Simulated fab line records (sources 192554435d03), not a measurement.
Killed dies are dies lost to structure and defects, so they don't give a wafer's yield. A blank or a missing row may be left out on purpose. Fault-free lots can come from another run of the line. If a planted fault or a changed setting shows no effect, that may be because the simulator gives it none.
Split-lot trial || flow n5Finfet || route with 1938 steps; 7 lots, 21 wafers read

## THE SPLIT ITSELF
At N5_ZERO_LAYER_COAT_05 (resist thk 1000 nm), the setting spinRpm was moved away from the recipe's 1500 rpm on 3 of the 21 wafers read, by -10.5% to +9.7%. This setting was run at the recipe's value on the other wafers.

The reading is taken at the split's own step.

## THE READING
coat_of_ZERO_LAYER_COAT_05.thkNm (the simulator's own value, which no gauge read), in nm, at N5_ZERO_LAYER_COAT_05 (resist thk 1000 nm). There is no usual value for it anywhere in the file. Across the 18 wafers here that went through the recipe, the average is 1001.6 nm and the standard deviation 3.9 nm.

{"wafer": "L078.3", "tool, chamber at the split": "lithoTrack-04, 0", "spinRpm as run, rpm": 1500, "against the recipe": "recipe", "coat_of_ZERO_LAYER_COAT_05.thkNm, nm": 1000, "against lot-mates on the recipe": "-"}
{"wafer": "L078.4", "tool, chamber at the split": "lithoTrack-04, 0", "spinRpm as run, rpm": 1500, "against the recipe": "recipe", "coat_of_ZERO_LAYER_COAT_05.thkNm, nm": 999.4, "against lot-mates on the recipe": "-"}
{"wafer": "L078.6", "tool, chamber at the split": "lithoTrack-04, 0", "spinRpm as run, rpm": 1500, "against the recipe": "recipe", "coat_of_ZERO_LAYER_COAT_05.thkNm, nm": 1001, "against lot-mates on the recipe": "-"}
{"wafer": "L080.1", "tool, chamber at the split": "lithoTrack-01, 0", "spinRpm as run, rpm": 1500, "against the recipe": "recipe", "coat_of_ZERO_LAYER_COAT_05.thkNm, nm": 1005, "against lot-mates on the recipe": "-"}
{"wafer": "L080.2", "tool, chamber at the split": "lithoTrack-01, 0", "spinRpm as run, rpm": 1500, "against the recipe": "recipe", "coat_of_ZERO_LAYER_COAT_05.thkNm, nm": 998.5, "against lot-mates on the recipe": "-"}
{"wafer": "L080.6", "tool, chamber at the split": "lithoTrack-01, 0", "spinRpm as run, rpm": 1500, "against the recipe": "recipe", "coat_of_ZERO_LAYER_COAT_05.thkNm, nm": 999.8, "against lot-mates on the recipe": "-"}
{"wafer": "L082.1", "tool, chamber at the split": "lithoTrack-04, 0", "spinRpm as run, rpm": 1500, "against the recipe": "recipe", "coat_of_ZERO_LAYER_COAT_05.thkNm, nm": 1002, "against lot-mates on the recipe": "-"}
{"wafer": "L082.3", "tool, chamber at the split": "lithoTrack-04, 0", "spinRpm as run, rpm": 1500, "against the recipe": "recipe", "coat_of_ZERO_LAYER_COAT_05.thkNm, nm": 1007, "against lot-mates on the recipe": "-"}
{"wafer": "L082.6", "tool, chamber at the split": "lithoTrack-04, 0", "spinRpm as run, rpm": 1500, "against the recipe": "recipe", "coat_of_ZERO_LAYER_COAT_05.thkNm, nm": 1009, "against lot-mates on the recipe": "-"}
{"wafer": "L084.2", "tool, chamber at the split": "lithoTrack-05, 0", "spinRpm as run, rpm": 1645, "against the recipe": "+9.7%", "coat_of_ZERO_LAYER_COAT_05.thkNm, nm": 957.7, "against lot-mates on the recipe": -42.3}
{"wafer": "L084.3", "tool, chamber at the split": "lithoTrack-05, 0", "spinRpm as run, rpm": 1500, "against the recipe": "recipe", "coat_of_ZERO_LAYER_COAT_05.thkNm, nm": 1000, "against lot-mates on the recipe": "-"}
{"wafer": "L084.4", "tool, chamber at the split": "lithoTrack-05, 0", "spinRpm as run, rpm": 1645, "against the recipe": "+9.7%", "coat_of_ZERO_LAYER_COAT_05.thkNm, nm": 956.5, "against lot-mates on the recipe": -43.5}
{"wafer": "L087.2", "tool, chamber at the split": "lithoTrack-04, 0", "spinRpm as run, rpm": 1500, "against the recipe": "recipe", "coat_of_ZERO_LAYER_COAT_05.thkNm, nm": 1004, "against lot-mates on the recipe": "-"}
{"wafer": "L087.3", "tool, chamber at the split": "lithoTrack-04, 0", "spinRpm as run, rpm": 1500, "against the recipe": "recipe", "coat_of_ZERO_LAYER_COAT_05.thkNm, nm": 1006, "against lot-mates on the recipe": "-"}
{"wafer": "L087.6", "tool, chamber at the split": "lithoTrack-04, 0", "spinRpm as run, rpm": 1500, "against the recipe": "recipe", "coat_of_ZERO_LAYER_COAT_05.thkNm, nm": 1008, "against lot-mates on the recipe": "-"}
{"wafer": "L093.1", "tool, chamber at the split": "lithoTrack-05, 0", "spinRpm as run, rpm": 1500, "against the recipe": "recipe", "coat_of_ZERO_LAYER_COAT_05.thkNm, nm": 996.9, "against lot-mates on the recipe": "-"}
{"wafer": "L093.3", "tool, chamber at the split": "lithoTrack-05, 0", "spinRpm as run, rpm": 1500, "against the recipe": "recipe", "coat_of_ZERO_LAYER_COAT_05.thkNm, nm": 996.4, "against lot-mates on the recipe": "-"}
{"wafer": "L093.6", "tool, chamber at the split": "lithoTrack-05, 0", "spinRpm as run, rpm": 1500, "against the recipe": "recipe", "coat_of_ZERO_LAYER_COAT_05.thkNm, nm": 995.4, "against lot-mates on the recipe": "-"}
{"wafer": "L094.2", "tool, chamber at the split": "lithoTrack-04, 0", "spinRpm as run, rpm": 1500, "against the recipe": "recipe", "coat_of_ZERO_LAYER_COAT_05.thkNm, nm": 1000, "against lot-mates on the recipe": "-"}
{"wafer": "L094.5", "tool, chamber at the split": "lithoTrack-04, 0", "spinRpm as run, rpm": 1500, "against the recipe": "recipe", "coat_of_ZERO_LAYER_COAT_05.thkNm, nm": 1000, "against lot-mates on the recipe": "-"}
{"wafer": "L094.3", "tool, chamber at the split": "lithoTrack-04, 0", "spinRpm as run, rpm": 1343, "against the recipe": "-10.5%", "coat_of_ZERO_LAYER_COAT_05.thkNm, nm": 1057, "against lot-mates on the recipe": "+57.0"}

THE FIT
A straight line over all 21 wafers: coat_of_ZERO_LAYER_COAT_05.thkNm changes by -4.87 nm for each +1% of spinRpm; r = -0.98; the points scatter about the line by 4 nm.
The same after taking each lot's own level away (the mean of its wafers on the recipe; 21 wafers): -4.83 nm for each +1%; r = -0.99; scatter 2.5 nm.
The reading moves by 51 nm for the largest change in spinRpm, on that fit.
From 996.23 to 1006.00 nm: that is the span of the lots' own levels, equal to 2.5 times the standard deviation above.
So the lot-to-lot level changes the slope little: the two slopes agree.
Check: for one of the wafers moved furthest among these (-10.5%), held out of the fit, the line's prediction against its lot-mates is +46.5 nm. It came out at +57 nm against them.

## THE WHOLE CHAIN: every reading that the file lists as answering this split, in the file's order
{"step": "N5_ZERO_LAYER_COAT_05", "what it does": "resist thk 1000 nm", "reading": "coat_of_ZERO_LAYER_COAT_05.thkNm (the simulator's own value, which no gauge read)", "change (the file's fit)": "-4.99 nm for each +1% of the setting", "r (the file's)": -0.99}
{"step": "N5_ZERO_LAYER_STRIP_24", "what it does": "strips in O2", "reading": "stripTimeToEndpointS", "change (the file's fit)": "withheld for each +1% of the setting", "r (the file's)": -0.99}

## FILE'S OWN FIT
coat_of_ZERO_LAYER_COAT_05.thkNm changes by -4.99 nm for each +1% of spinRpm, r = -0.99.
